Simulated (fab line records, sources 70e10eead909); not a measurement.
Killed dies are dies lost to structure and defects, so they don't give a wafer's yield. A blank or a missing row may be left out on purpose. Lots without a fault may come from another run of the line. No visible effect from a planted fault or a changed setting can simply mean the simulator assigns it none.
Struck lot and sound lot, side by side -- flow nand_harc -- 15 steps out of a route of 1302
Sound: these wafers, L226.1, L226.4, L226.5. Wafers struck: L237.1, L237.2, L237.4. Last of all comes the cause.
Order at every step that has rows: each side's tool, ch and its chambers, its first start. Under that, the readings that differ: sound wafers -- struck wafers -- difference of the means -- sigmas: that difference in standard deviations of wafers without a fault.
alike: words and numbers the same on both sides, and readings whose means are apart by under 2 such deviations; not compared: readings that were withheld, readings missing a value for some wafer, numbers with overlapping values and no deviation given by the record, and bounds like >300 which may hide the same value.
A row with sigmas, a row that says differs or no value, or rows on one side alone: a step with any of these is where the two part. Numbers that don't overlap but have no deviation are shown without sigmas and don't part them. A reading missing from all wafers of one side parts the sides only when that side holds two or more wafers.

first, 2 steps without rows for these wafers: NHARC_P_STI_SRD_39; NHARC_P_STI_OXIDE_40 (material SiO2, target thk 10 nm, ox time 1362 s).
NHARC_P_STI_INSPECT_25:
  struck on defect_inspect-01, day 11 12:41; sound on defect_inspect-02, day 6 19:37
  alike: raw_defect_count
then, 9 steps without rows for these wafers: NHARC_P_GATE_ETCH_69 (etches SiO2 in dHF, target depth 14 nm); NHARC_P_GATE_PRECLEAN_70 (cleans in SC1); NHARC_P_GATE_SRD_01; NHARC_P_GATE_OXIDE_02 (material SiO2, target thk 37.5 nm, ox time 365 s); NHARC_P_GATE_DEHYDRATE_03 (time 120 s); NHARC_P_GATE_HMDS_04 (time 30 s); NHARC_P_GATE_COAT_05; NHARC_P_GATE_SOFTBAKE_06 (time 95 s); NHARC_P_GATE_EBR_07.
NHARC_P_GATE_EXPOSE_08: exposes mask P HV.
  sound on krf_scanner-03 ch 0, day 7 03:52; struck on krf_scanner-04 ch 0, day 11 20:50
reading,sound,struck,difference,sigmas
exposure_dose_mJ_cm2,16.751 16.761 16.719,16.391 16.389 16.380,-0.357,-24
  alike: mask, reticle_temp_C
then, 1 step without rows for these wafers: NHARC_P_GATE_PEB_09 (peb time 85 s).
-- the record jumps here: 20 days lie between the struck wafers' starts before and after (it left off in module P_GATE and takes up again in module END, whose first step shown is number 1302 of the route) --
NHARC_END_SORT_01:
  sound on prober-02 ch 0, day 26 15:08; struck on prober-02 ch 0, day 31 16:24
  alike: killed_at_array, killed_at_other, killed_at_periphery, killed_dies, killed_open, killed_short

## WHERE THEY PART
Only at NHARC_P_GATE_EXPOSE_08, as far as this record shows. Later steps at which nothing parts them and some readings are alike: NHARC_END_SORT_01.

WHY: whatever the simulator had introduced
Process parameter drift: krf_scanner-04, from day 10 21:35 on, at NHARC_P_GATE_EXPOSE_08. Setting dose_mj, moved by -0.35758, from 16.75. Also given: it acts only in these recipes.
